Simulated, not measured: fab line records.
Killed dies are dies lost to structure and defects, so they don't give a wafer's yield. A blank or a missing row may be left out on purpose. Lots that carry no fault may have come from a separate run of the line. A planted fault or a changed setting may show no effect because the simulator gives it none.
The tool behind it: which one? + flow n5_finfet + 24 lots, 72 wafers sampled, at 4 steps of a route of 1938

## WHAT THE GAUGES SHOWED, per wafer
N5_DUMMY_GATE_THK_MEAS_05.
| lot  | measured    | on            | thk_nm (nm)    |
|------|-------------|---------------|----------------|
| L074 | day 2 18:29 | film_metro-02 | 72.5 71.3 70.7 |
| L075 | day 3 00:59 | film_metro-02 | 73.8 73.6 73.5 |
| L076 | day 3 05:46 | film_metro-01 | 72.6 73.9 73.2 |
| L077 | day 3 11:22 | film_metro-01 | 72.2 71.3 73.7 |
| L078 | day 3 16:54 | film_metro-01 | 71.6 74.0 71.6 |
| L079 | day 3 22:59 | film_metro-02 | 69.7 71.8 72.1 |
| L080 | day 4 09:05 | film_metro-02 | 72.2 73.8 72.1 |
| L081 | day 4 10:52 | film_metro-02 | 72.0 71.5 71.9 |
| L082 | day 4 20:32 | film_metro-01 | 72.3 73.0 72.3 |
| L083 | day 5 00:58 | film_metro-01 | 68.5 72.0 69.4 |
| L084 | day 5 10:26 | film_metro-02 | 71.3 72.7 70.3 |
| L085 | day 5 13:47 | film_metro-01 | 71.1 71.7 72.5 |
| L086 | day 5 20:19 | film_metro-01 | 73.8 71.9 70.2 |
| L087 | day 6 01:04 | film_metro-01 | 70.5 72.2 70.8 |
| L088 | day 6 04:50 | film_metro-01 | 71.7 72.7 70.1 |
| L089 | day 6 11:45 | film_metro-02 | 71.9 73.1 72.0 |
| L090 | day 6 17:26 | film_metro-02 | 71.2 71.1 70.3 |
| L091 | day 6 23:28 | film_metro-01 | 71.8 70.7 72.4 |
| L092 | day 7 05:31 | film_metro-02 | 71.8 73.0 70.1 |
| L093 | day 7 12:05 | film_metro-02 | 72.5 70.0 73.2 |
| L094 | day 7 16:41 | film_metro-02 | 70.5 71.4 69.8 |
| L095 | day 7 23:29 | film_metro-01 | 69.6 71.5 68.8 |
| L096 | day 8 05:23 | film_metro-01 | 73.1 71.9 72.4 |
| L097 | day 8 13:18 | film_metro-02 | 71.0 72.7 73.0 |

N5_DUMMY_GATE_CD_MEAS_15: target cd 25.8 nm.
| lot  | measured    | on        | cd_nm (nm)        |
|------|-------------|-----------|-------------------|
| L074 | day 2 23:40 | cd_sem-01 | 25.10 25.48 25.44 |
| L075 | day 3 05:24 | cd_sem-03 | 25.45 24.97 24.80 |
| L076 | day 3 10:12 | cd_sem-02 | 24.88 24.92 25.05 |
| L077 | day 3 15:39 | cd_sem-03 | 25.06 25.06 24.89 |
| L078 | day 3 21:21 | cd_sem-02 | 24.97 25.04 24.71 |
| L079 | day 4 03:17 | cd_sem-03 | 25.53 25.22 25.18 |
| L080 | day 4 13:23 | cd_sem-01 | 24.78 25.19 25.25 |
| L081 | day 4 15:10 | cd_sem-01 | 25.39 25.12 24.72 |
| L082 | day 5 00:50 | cd_sem-01 | 24.96 24.86 24.82 |
| L083 | day 5 07:13 | cd_sem-03 | 25.17 25.04 24.82 |
| L084 | day 5 16:41 | cd_sem-03 | 25.32 25.12 25.05 |
| L085 | day 5 20:03 | cd_sem-03 | 25.58 24.84 24.83 |
| L086 | day 6 02:41 | cd_sem-02 | 25.35 25.51 25.07 |
| L087 | day 6 06:28 | cd_sem-03 | 25.51 25.20 25.35 |
| L088 | day 6 09:08 | cd_sem-01 | 25.14 24.79 24.99 |
| L089 | day 6 16:10 | cd_sem-02 | 25.12 25.29 25.18 |
| L090 | day 6 21:48 | cd_sem-01 | 24.56 25.13 24.77 |
| L091 | day 7 03:46 | cd_sem-01 | 25.01 25.33 24.77 |
| L092 | day 7 09:49 | cd_sem-01 | 25.09 25.12 25.11 |
| L093 | day 7 16:31 | cd_sem-01 | 25.12 25.11 25.03 |
| L094 | day 7 23:04 | cd_sem-02 | 25.03 24.97 25.07 |
| L095 | day 8 05:43 | cd_sem-01 | 24.73 24.82 24.79 |
| L096 | day 8 09:51 | cd_sem-01 | 24.81 25.02 24.98 |
| L097 | day 8 19:42 | cd_sem-03 | 25.27 24.93 25.12 |

N5_SD_EPI_P_CD_MEAS_09: target cd 240 nm.
| lot  | measured    | on        | cd_nm (nm)        |
|------|-------------|-----------|-------------------|
| L074 | day 3 06:11 | cd_sem-03 | 239.0 240.3 238.9 |
| L075 | day 3 12:10 | cd_sem-02 | 240.5 240.6 239.8 |
| L076 | day 3 16:58 | cd_sem-03 | 238.8 239.7 239.0 |
| L077 | day 3 23:56 | cd_sem-03 | 239.0 239.4 239.0 |
| L078 | day 4 04:19 | cd_sem-01 | 239.6 238.9 241.1 |
| L079 | day 4 10:49 | cd_sem-01 | 238.7 239.9 238.5 |
| L080 | day 4 20:57 | cd_sem-02 | 239.6 240.1 240.4 |
| L081 | day 4 22:28 | cd_sem-03 | 239.7 239.4 239.6 |
| L082 | day 5 10:08 | cd_sem-01 | 238.2 238.3 238.2 |
| L083 | day 5 14:03 | cd_sem-01 | 240.9 241.1 241.1 |
| L084 | day 5 23:41 | cd_sem-03 | 240.8 240.2 239.6 |
| L085 | day 6 02:41 | cd_sem-01 | 238.4 240.1 240.1 |
| L086 | day 6 09:29 | cd_sem-02 | 239.6 239.5 240.3 |
| L087 | day 6 13:14 | cd_sem-01 | 239.7 239.3 239.9 |
| L088 | day 6 16:17 | cd_sem-02 | 237.8 238.7 238.0 |
| L089 | day 7 00:37 | cd_sem-03 | 239.0 239.4 239.4 |
| L090 | day 7 06:11 | cd_sem-03 | 241.3 240.1 240.9 |
| L091 | day 7 10:27 | cd_sem-01 | 239.9 239.8 240.0 |
| L092 | day 7 16:49 | cd_sem-01 | 239.0 240.1 239.8 |
| L093 | day 7 23:58 | cd_sem-03 | 239.4 240.0 239.9 |
| L094 | day 8 06:40 | cd_sem-01 | 239.3 239.0 239.2 |
| L095 | day 8 12:34 | cd_sem-03 | 239.2 238.6 239.3 |
| L096 | day 8 18:42 | cd_sem-01 | 240.1 240.2 238.8 |
| L097 | day 9 02:53 | cd_sem-02 | 238.9 240.1 239.7 |

## TOOL THAT RAN EACH LOT (tool first, then ch and the chambers of the sampled wafers, then the start)
| lot  | N5_SD_EPI_N_ETCHBACK_44           |
|------|-----------------------------------|
| L074 | rie_diel-06 ch 0,1,2, day 3 02:22 |
| L075 | rie_diel-01 ch 0,3, day 3 08:12   |
| L076 | rie_diel-01 ch 2,3, day 3 13:05   |
| L077 | rie_diel-06 ch 1,2, day 3 19:59   |
| L078 | rie_diel-05 ch 0,1,2, day 4 00:23 |
| L079 | rie_diel-06 ch 1,2, day 4 06:33   |
| L080 | rie_diel-01 ch 2,3, day 4 16:46   |
| L081 | rie_diel-01 ch 2,3, day 4 18:40   |
| L082 | rie_diel-01 ch 0,1,3, day 5 06:03 |
| L083 | rie_diel-01 ch 0,1,3, day 5 10:05 |
| L084 | rie_diel-05 ch 1,2,3, day 5 19:29 |
| L085 | rie_diel-06 ch 2,3, day 5 22:46   |
| L086 | rie_diel-05 ch 0,1,2, day 6 05:41 |
| L087 | rie_diel-01 ch 0,2, day 6 09:19   |
| L088 | rie_diel-06 ch 2,3, day 6 12:22   |
| L089 | rie_diel-06 ch 1,2,3, day 6 19:57 |
| L090 | rie_diel-05 ch 0,1, day 7 01:15   |
| L091 | rie_diel-01 ch 0,2, day 7 06:28   |
| L092 | rie_diel-06 ch 0,2,3, day 7 12:41 |
| L093 | rie_diel-01 ch 0,2,3, day 7 20:02 |
| L094 | rie_diel-06 ch 0,2,3, day 8 02:13 |
| L095 | rie_diel-01 ch 0,2,3, day 8 08:33 |
| L096 | rie_diel-01 ch 0,3, day 8 14:29   |
| L097 | rie_diel-05 ch 0,1, day 8 22:57   |
- N5_SD_EPI_N_ETCHBACK_44: etches SiNx in CH3F/O2, stops on SiO2, target depth 14.5 nm.

## WHAT THE TOOLS THEMSELVES READ (means of the sampled wafers that have a number; where no wafer has one, the mark that the record gives instead)
N5_SD_EPI_N_ETCHBACK_44.
| lot  | tool        | chamber_pressure_mTorr (mTorr) | drypump_motor_current_A (A) | oes_o_777_au (a.u.) | oes_product_au (a.u.) | rf_vpp_V (V) | showerhead_plenum_p_Torr (Torr) | throttle_valve_pct (%) |
|------|-------------|--------------------------------|-----------------------------|---------------------|-----------------------|--------------|---------------------------------|------------------------|
| L074 | rie_diel-06 | 29.978                         | 5.5                         | 0.82                | 0.70                  | 301          | 2.02                            | 16.30                  |
| L075 | rie_diel-01 | 29.995                         | 5.2                         | 0.80                | 0.68                  | 304          | 2.05                            | 16.61                  |
| L076 | rie_diel-01 | 29.969                         | 5.8                         | 0.78                | 0.65                  | 299          | 2.09                            | 16.53                  |
| L077 | rie_diel-06 | 30.007                         | 6.1                         | 0.74                | 0.64                  | 301          | 2.05                            | 16.42                  |
| L078 | rie_diel-05 | 30.026                         | 5.8                         | 0.75                | 0.64                  | 305          | 2.06                            | 16.46                  |
| L079 | rie_diel-06 | 29.980                         | 6.1                         | 0.73                | 0.64                  | 300          | 2.05                            | 16.42                  |
| L080 | rie_diel-01 | 30.002                         | 5.8                         | 0.78                | 0.65                  | 298          | 2.08                            | 16.56                  |
| L081 | rie_diel-01 | 29.991                         | 5.5                         | 0.75                | 0.64                  | 300          | 2.08                            | 16.68                  |
| L082 | rie_diel-01 | 29.995                         | 5.4                         | 0.76                | 0.65                  | 302          | 2.00                            | 16.58                  |
| L083 | rie_diel-01 | 29.984                         | 5.4                         | 0.76                | 0.65                  | 302          | 2.00                            | 16.58                  |
| L084 | rie_diel-05 | 30.004                         | 5.5                         | 0.79                | 0.69                  | 305          | 2.10                            | 16.35                  |
| L085 | rie_diel-06 | 29.994                         | 6.3                         | 0.73                | 0.62                  | 301          | 2.04                            | 16.52                  |
| L086 | rie_diel-05 | 30.012                         | 5.8                         | 0.73                | 0.63                  | 304          | 2.06                            | 16.50                  |
| L087 | rie_diel-01 | 30.005                         | 5.5                         | 0.82                | 0.71                  | 302          | 1.99                            | 16.37                  |
| L088 | rie_diel-06 | 29.988                         | 6.3                         | 0.72                | 0.62                  | 302          | 2.04                            | 16.54                  |
| L089 | rie_diel-06 | 29.973                         | 5.9                         | 0.74                | 0.63                  | 297          | 2.02                            | 16.45                  |
| L090 | rie_diel-05 | 30.008                         | 6.0                         | 0.76                | 0.66                  | 305          | 2.06                            | 16.42                  |
| L091 | rie_diel-01 | 29.983                         | 5.5                         | 0.81                | 0.70                  | 302          | 1.99                            | 16.39                  |
| L092 | rie_diel-06 | 30.023                         | 5.8                         | 0.77                | 0.65                  | 299          | 2.00                            | 16.46                  |
| L093 | rie_diel-01 | 29.999                         | 5.5                         | 0.77                | 0.65                  | 300          | 2.03                            | 16.56                  |
| L094 | rie_diel-06 | 29.969                         | 5.8                         | 0.77                | 0.65                  | 300          | 2.00                            | 16.47                  |
| L095 | rie_diel-01 | 30.022                         | 5.5                         | 0.76                | 0.65                  | 302          | 2.03                            | 16.57                  |
| L096 | rie_diel-01 | 29.975                         | 5.3                         | 0.75                | 0.65                  | 304          | 2.03                            | 16.69                  |
| L097 | rie_diel-05 | 30.005                         | 6.3                         | 0.72                | 0.61                  | 301          | 2.02                            | 16.42                  |

## THE ANSWER, worked out from the rows above alone
Rule: the usual values come from the lots themselves. The widest of any qualifying gaps counts: lots, ordered by their means at a reading, are off when they make up no more than a third of the lots, leave a main group of 4 or more, and stand apart from it by 3 or more times the standard deviation of that group's means. The tables above print the reading to a certain number of digits; a main group whose means all agree to those digits is not used. Also off: a lot with no number at a reading for which 4 or more lots have one. The other lots that the step has rows for count as sound. After the gauges, taken in route order, come the tools' own readings; for these a lot's mean is taken, as printed above. At the first step where some lot is off, the reading lying furthest off is the one used; lots without a number count as furthest.
None of the lots is off at any reading shown; this tells nothing.

## WHAT WAS PUT IN BY THE SIMULATOR
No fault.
